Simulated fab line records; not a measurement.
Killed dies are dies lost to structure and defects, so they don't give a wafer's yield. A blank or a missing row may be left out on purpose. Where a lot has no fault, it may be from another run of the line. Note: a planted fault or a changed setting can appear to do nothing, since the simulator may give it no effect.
Which of the tools did it?	flow n5_finfet	10 lots, 30 wafers sampled, at 5 steps of a route of 1938

== WHAT THE GAUGES SHOWED, per wafer ==
N5_BEOL_M4_RC_MEAS_101.
lot	measured	on	RC_DENSE_N (ohm.um)
L579	day 9 11:10	prober-01	19.0 19.5 19.2
L580	day 9 10:38	prober-02	18.7 19.5 19.0
L581	day 10 02:23	prober-02	18.6 18.9 18.7
L583	day 9 15:41	prober-02	23.4 23.8 23.1
L584	day 10 06:55	prober-02	23.6 23.7 23.8
L590	day 11 14:56	prober-01	19.0 18.9 17.9
L593	day 12 15:44	prober-02	18.9 19.0 18.1
L595	day 13 03:19	prober-01	19.1 19.4 19.0

== WHAT TOOL EACH LOT RAN ON (gives the tool, then ch and the chambers of the sampled wafers, and finally the start) ==
lot	N5_GATE_CUT_CMP_61	N5_MOL_CONTACT_COAG_CONTACT_ETCH_14	N5_MOL_CONTACT_COAG_ETCH_15	N5_MOL_CONTACT_COAG_IMPLANT_129
L579	cmp-03 ch 1,2, day 4 20:25	rie_diel-04 ch 0,3, day 4 21:20	rie_diel-04 ch 0,3, day 4 21:22	implanter-02 ch 0, day 4 21:40
L580	cmp-03 ch 1,2, day 4 22:26	rie_diel-05 ch 0,1, day 4 23:37	rie_diel-05 ch 0,1, day 4 23:39	implanter-02 ch 0, day 4 23:53
L581	cmp-04 ch 0,2,3, day 5 06:07	rie_diel-04 ch 1,3, day 5 07:05	rie_diel-04 ch 1,3, day 5 07:07	implanter-01 ch 0, day 5 07:22
L582	cmp-02 ch 1,2, day 5 09:02	rie_diel-04 ch 0,1,2, day 5 09:54	rie_diel-04 ch 0,1,2, day 5 09:56	implanter-02 ch 0, day 5 10:10
L583	cmp-03 ch 0,2,3, day 5 17:08	rie_diel-02 ch 1,2,3, day 5 18:06	rie_diel-02 ch 1,2,3, day 5 18:08	implanter-02 ch 0, day 5 18:20
L584	cmp-04 ch 0,3, day 5 19:45	rie_diel-02 ch 1,2, day 5 20:47	rie_diel-02 ch 1,2, day 5 20:49	implanter-02 ch 0, day 5 21:02
L585	cmp-04 ch 1,2, day 6 04:46	rie_diel-02 ch 0,3, day 6 06:09	rie_diel-02 ch 0,3, day 6 06:11	implanter-02 ch 0, day 6 06:24
L590	cmp-02 ch 0,3, day 7 12:21	rie_diel-04 ch 1,2, day 7 13:27	rie_diel-04 ch 1,2, day 7 13:29	implanter-01 ch 0, day 7 13:47
L593	cmp-03 ch 0,1,3, day 8 07:26	rie_diel-04 ch 1,2,3, day 8 08:22	rie_diel-04 ch 1,2,3, day 8 08:24	implanter-01 ch 0, day 8 08:40
L595	cmp-04 ch 0,1, day 8 13:57	rie_diel-02 ch 0,2,3, day 8 14:50	rie_diel-02 ch 0,2,3, day 8 14:52	implanter-01 ch 0, day 8 15:08
- N5_GATE_CUT_CMP_61: polishes, stops on SiNx, t overpolish 3 s.
- N5_MOL_CONTACT_COAG_CONTACT_ETCH_14: etches SiO2 in C4F6/O2, target depth 27.5 nm, overetch 8.5 nm, time 20 s.
- N5_MOL_CONTACT_COAG_ETCH_15: etches SiNx in CH3F/O2, stops on Si:P, target depth 7 nm.
- N5_MOL_CONTACT_COAG_IMPLANT_129

== THE ANSWER, worked out from the rows above alone ==
Rule: the lots themselves supply what counts as usual. Put in order of their means at a reading, lots are off if they are a third of the lots or fewer, leave a main group of 4 or more, and stand apart from it by a gap of 3 or more times the standard deviation of the main group's means; of several such gaps the widest counts. The tables above print the reading to a certain number of digits; a main group whose means all agree to those digits is not used. A lot without any number at a reading at which 4 lots or more have one is off too. Any other lot the step has rows for is counted as sound.
Off: L583, L584, at N5_BEOL_M4_RC_MEAS_101 (RC_DENSE_N). The main group: mean 18.9 ohm.um, standard deviation 0.25. Neither off nor sound, because the step has no rows for them: L582, L585.
If a tool, at a process step before that reading, ran all the lots that are off and no sound lot after the first of them, it fits. The gauges at N5_BEOL_M4_RC_MEAS_101 are tried like those tools. One fits: N5_MOL_CONTACT_COAG_IMPLANT_129 on implanter-02. Its last sound lot is L580 (day 4 23:53), its first lot that is off L583 (day 5 18:20): a fault that began between those two fits.

== WHAT WAS PUT IN BY THE SIMULATOR ==
Drift in process parameters on implanter-02 at N5_MOL_CONTACT_COAG_IMPLANT_129, starting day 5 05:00. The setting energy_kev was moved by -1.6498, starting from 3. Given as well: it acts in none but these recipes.
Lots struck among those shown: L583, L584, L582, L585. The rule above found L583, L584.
